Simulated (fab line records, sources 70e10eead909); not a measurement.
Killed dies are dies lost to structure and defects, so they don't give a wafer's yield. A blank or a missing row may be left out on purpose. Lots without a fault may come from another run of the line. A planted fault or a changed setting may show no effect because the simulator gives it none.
fab line records | flow nand_harc | part 2 of 2: steps 5 to 6 of 6
record lots=23 wafers=69 last_day=25
route steps=1159 shown A_CONTACT@956 A_M0@1007 HYBRID_BOND@1094
lots that met no fault: from a run of the same line without faults
start_h: hours from the record's first day to the start of the lot's first wafer shown | wait_h: hours since the lot's step before | " the same as in the row above | L1.1+2: a row that stands for several wafers | - no value, or no start given | * or withheld: withheld | < > ~ a bound
route shown NAME@n: a module of which the file shows steps, and the number in the route of the first | usual: mean/standard deviation of fault-free wafers | same: alike in all rows | chamber/n: place in a boat | sites: the reading at each site | _std_site: their standard deviation | _edge_site: outer sites' mean less inner sites' | radius_mm: how far each site lies from the wafer's centre | mask NAME#n: copy n | behind: the tool/chamber that last shaped the wafer | hold: why the lot was held/for how many hours/how that ended | device: the transistor (n, p or np) that didn't switch | end of line: the same wafers' tests at the end of the route | a step without rows: its recipe alone | killed: dies lost to structure and defects at the first sort, not the wafer's yield | map: a wafer's dies, x killed, . not, _ none there
set.NAME: the setting as run; set.NAME@STEP: as run at that earlier step | model.NAME: the simulator's own value behind a step, which no gauge read
steps of the route over a sample of lots; a table a step, a row a wafer
services: from which hour (start_h, from the record's first day; less than 0 if before it) a tool's chamber was out of use, for how many hours, and why
## steps
# step NHARC_A_M0_DEP_32
# recipe target_thk_a=300 temp_c=370 target_thk_nm=30 pressure_torr=3 flow_sccm=200 rf_w=450 material=SiCN
# usual heater_power_w=613/120
# columns lot.wafer tool chamber start_h wait_h heater_power_w since_wet_clean_h
L074.1 pecvd-04 1 397.29 0.1 754 8
L074.4 " 0 " " 557 -
L074.5 " 1 " " 738 -
L076.1 pecvd-01 2 404.51 0.1 442 154
L076.2 " 0 " " 776 154
L076.6 " 2 " " 435 -
L075.2 pecvd-01 2 405.74 0.1 417 155
L075.4 " 1 " " 690 -
L075.6 " 2 " " 419 -
L078.3 pecvd-01 2 409.10 0.1 456 158
L078.5 " 0 " " 716 -
L078.4 " 2 " " 449 -
L079.2 pecvd-02 2 424.32 0.1 789 77
L079.3 " 0 " " 599 77
L079.5 " 0 " " 625 -
L080.2 pecvd-02 1 427.51 0.1 520 80
L080.1 " 2 " " 801 80
L080.3 " 0 " " 563 80
L081.1 pecvd-04 1 436.04 0.1 708 47
L081.6 " 2 " " 506 -
L081.4 " 1 " " 708 -
L082.2 pecvd-04 1 444.74 0.1 716 56
L082.3 " 0 " " 504 56
L082.6 " 2 " " 531 -
L083.2 pecvd-01 2 450.52 0.1 392 19
L083.5 " 2 " " 388 -
L083.4 " 0 " " 748 -
L084.1 pecvd-01 2 451.53 0.1 487 20
L084.4 " 2 " " 493 -
L084.6 " 0 " " 752 -
L086.2 pecvd-02 1 468.80 0.1 611 122
L086.1 " 0 " " 515 122
L086.4 " 1 " " 601 -
L087.1 pecvd-01 1 469.57 0.1 644 38
L087.4 " 2 " " 473 -
L087.5 " 0 " " 699 -
L085.3 pecvd-04 2 485.71 0.1 520 97
L085.1 " 0 " " 566 97
L085.6 " 1 " " 723 -
L089.1 pecvd-04 1 498.14 0.1 731 109
L089.4 " 1 " " 718 -
L089.5 " 0 " " 476 -
L088.3 pecvd-02 2 501.09 0.1 782 154
L088.4 " 2 " " 783 -
L088.5 " 1 " " 560 -
L090.3 pecvd-01 2 512.53 0.1 402 81
L090.1 " 0 " " 695 81
L090.6 " 2 " " 397 -
L092.2 pecvd-01 0 513.28 0.1 758 81
L092.3 " 1 " " 669 82
L092.6 " 2 " " 456 -
L091.2 pecvd-04 2 513.67 0.1 536 125
L091.4 " 1 " " 778 -
L091.6 " 2 " " 539 -
L093.3 pecvd-04 2 518.62 0.1 496 130
L093.2 " 0 " " 546 130
L093.4 " 2 " " 496 -
L095.2 pecvd-01 0 527.51 0.1 732 96
L095.6 " 0 " " 722 -
L095.5 " 2 " " 404 -
L094.4 pecvd-01 0 531.09 0.2 793 -
L094.5 " 1 " " 683 -
L094.6 " 2 " " 419 -
L097.3 pecvd-01 2 532.33 0.1 435 101
L097.4 " 2 " " 424 -
L097.6 " 1 " " 714 -
L096.3 pecvd-01 0 544.46 0.1 686 113
L096.5 " 1 " " 616 -
L096.4 " 2 " " 423 -
# step NHARC_HYBRID_BOND_ACTIVATE_00
# recipe time_s=60 n2_flow_sccm=200 ar_flow_sccm=0 bias_power_w=0 chemistry=N2
# usual drypump_motor_current_A=5.6/0.44 n2_flow_sccm=200.0/0.65 oes_product_au=0.999/0.0072 rf_vpp_V=64.0/0.83 showerhead_plenum_p_Torr=1.75/0.055
# columns lot.wafer tool chamber start_h wait_h drypump_motor_current_A n2_flow_sccm oes_product_au rf_hours_counter_h rf_vpp_V showerhead_plenum_p_Torr
L074.1 rie_diel-06 2 406.16 0.1 5.1 200.7 1.004 17 64.1 1.76
L074.4 " 3 " " 6.0 200.1 1.012 17 64.0 1.70
L074.5 " 1 " " 6.0 200.9 0.996 - 65.9 1.76
L076.2 rie_diel-06 3 413.18 0.1 6.0 199.7 0.992 18 63.5 1.70
L076.1 " 2 " " 5.1 200.2 1.000 18 64.9 1.76
L076.6 " 0 " " 5.8 199.9 0.996 - 63.5 1.72
L075.2 rie_diel-06 1 414.55 0.1 6.0 200.1 0.988 18 63.6 1.76
L075.4 " 2 " " 5.1 200.5 1.001 18 63.1 1.76
L075.6 " 1 " " 6.0 199.3 0.990 - 63.8 1.76
L078.3 rie_diel-01 1 417.83 0.1 5.5 199.6 1.007 35 63.6 1.65
L078.4 " 2 " " 4.8 200.8 0.999 30 65.1 1.78
L078.5 " 2 " " 4.8 199.7 0.994 - 64.1 1.78
L079.3 rie_diel-01 2 433.20 0.1 4.8 200.2 0.984 34 64.6 1.78
L079.2 " 0 " " 5.8 199.7 0.993 37 64.3 1.83
L079.5 " 1 " " 5.5 199.6 0.989 - 62.3 1.65
L080.3 rie_diel-06 0 436.32 0.1 5.8 201.5 1.000 1 64.0 1.72
L080.2 " 2 " " 5.1 199.5 0.998 1 63.4 1.76
L080.1 " 3 " " 6.0 198.8 1.007 0 64.2 1.70
L081.4 rie_diel-06 1 444.71 0.1 6.0 201.1 1.007 3 64.0 1.76
L081.1 " 0 " " 5.8 199.4 1.015 3 64.5 1.72
L081.6 " 1 " " 6.0 199.7 1.012 - 63.7 1.76
L082.3 rie_diel-01 2 454.60 0.1 4.8 199.1 0.988 42 64.9 1.78
L082.2 " 1 " " 5.5 199.2 0.994 45 63.8 1.65
L082.6 " 2 " " 4.8 200.1 0.998 - 63.9 1.78
L083.2 rie_diel-06 0 459.72 0.1 5.8 199.8 0.994 4 64.2 1.72
L083.4 " 1 " " 6.0 200.9 1.008 4 63.3 1.76
L083.5 " 1 " " 6.0 200.0 0.997 - 63.9 1.76
L084.4 rie_diel-01 1 460.45 0.1 5.5 199.4 0.999 47 63.3 1.65
L084.1 " 3 " " 5.2 199.7 0.998 45 64.8 1.83
L084.6 " 1 " " 5.5 199.8 0.985 - 63.1 1.65
L086.2 rie_diel-06 2 477.49 0.1 5.1 200.1 0.997 6 63.2 1.76
L086.4 " 3 " " 6.0 200.8 1.008 5 62.3 1.70
L086.1 " 1 " " 6.0 200.0 1.003 6 64.5 1.76
L087.1 rie_diel-06 0 478.41 0.1 5.8 199.8 1.009 6 65.3 1.72
L087.4 " 2 " " 5.1 200.7 1.005 6 64.3 1.76
L087.5 " 0 " " 5.8 200.0 1.005 - 63.2 1.72
L085.3 rie_diel-06 0 494.60 0.1 5.8 200.5 1.007 7 63.7 1.72
L085.1 " 1 " " 6.0 199.7 1.008 8 64.8 1.76
L085.6 " 1 " " 6.0 200.9 1.001 - 64.1 1.76
L089.1 rie_diel-06 2 507.07 0.1 5.1 199.4 0.996 9 64.0 1.76
L089.4 " 3 " " 6.0 200.4 1.008 - 66.8 1.70
L089.5 " 0 " " 5.8 199.4 1.010 - 63.5 1.72
L088.4 rie_diel-08 1 510.04 0.1 6.4 200.1 1.006 10 63.1 1.69
L088.3 " 2 " " 5.2 200.2 1.002 9 65.1 1.87
L088.5 " 0 " " 5.9 200.1 1.010 - 65.3 1.92
L090.1 rie_diel-01 3 521.67 0.1 5.2 200.3 0.998 9 64.2 1.83
L090.3 " 2 " " 4.8 200.1 0.993 10 62.6 1.77
L090.6 " 2 " " 4.8 201.1 1.003 - 63.6 1.77
L092.3 rie_diel-06 1 522.93 0.1 6.0 200.9 1.004 9 63.1 1.76
L092.2 " 2 " " 5.1 197.8 0.997 10 63.6 1.76
L092.6 " 1 " " 6.0 201.3 1.001 - 64.5 1.76
L091.2 rie_diel-01 2 523.59 0.1 4.8 199.1 1.003 10 64.0 1.77
L091.4 " 1 " " 5.5 200.2 0.992 - 63.4 1.64
L091.6 " 2 " " 4.9 199.8 0.981 - 63.6 1.77
L093.2 rie_diel-06 2 528.24 0.1 5.0 199.8 0.993 11 64.9 1.76
L093.3 " 3 " " 6.0 198.8 1.012 10 63.5 1.70
L093.4 " 0 " " 5.8 200.3 0.999 11 64.1 1.72
L095.2 rie_diel-06 3 537.01 0.1 6.0 200.2 1.006 10 64.7 1.70
L095.6 " 3 " " 6.0 199.7 0.999 - 64.7 1.70
L095.5 " 0 " " 5.8 199.1 1.002 - 63.9 1.72
L094.4 rie_diel-06 2 539.96 0.1 5.0 200.8 0.985 11 64.2 1.76
L094.6 " 1 " " 6.0 200.0 0.996 - 65.5 1.76
L094.5 " 2 " " 5.1 199.4 0.990 - 64.2 1.76
L097.4 rie_diel-01 2 541.33 0.1 4.8 200.1 1.005 15 63.2 1.77
L097.3 " 0 " " 5.8 200.3 1.000 7 64.5 1.82
L097.6 " 2 " " 4.8 198.6 0.993 - 63.9 1.77
L096.3 rie_diel-06 2 553.03 0.1 5.1 198.8 0.995 13 64.1 1.76
L096.4 " 0 " " 5.8 199.5 0.994 14 63.9 1.72
L096.5 " 2 " " 5.0 199.6 1.000 - 63.7 1.76
## services
# columns tool chamber start_h hours kind
cmp-03 - 360.78 1.2 repair
pecvd-01 2 363.79 20.8 repair
rie_diel-12 - 379.40 9.0 pm
cvd_w-02 - 382.69 13.0 pm
rie_diel-12 - 389.06 1.5 repair
pecvd-01 - 398.89 0.3 repair
rie_diel-07 - 405.27 9.0 pm
rie_diel-06 - 418.20 9.0 pm
pecvd-01 - 418.85 13.0 pm
rie_diel-05 - 433.74 21.9 repair
cmp-03 - 450.22 4.0 pm
rie_diel-12 2 462.04 9.5 repair
rie_diel-05 3 467.74 11.9 repair
rie_diel-12 0 471.20 8.2 repair
cvd_w-01 1 472.73 8.5 repair
cvd_w-01 - 480.46 13.0 pm
cvd_w-02 0 480.54 4.4 repair
cmp-03 - 489.20 1.0 repair
rie_diel-06 1 495.80 11.9 repair
pecvd-01 - 503.18 1.4 repair
rie_diel-05 - 505.84 0.2 repair
rie_diel-06 2 511.32 6.2 repair
cvd_w-01 1 517.64 2.8 repair
cmp-03 - 548.22 4.0 pm
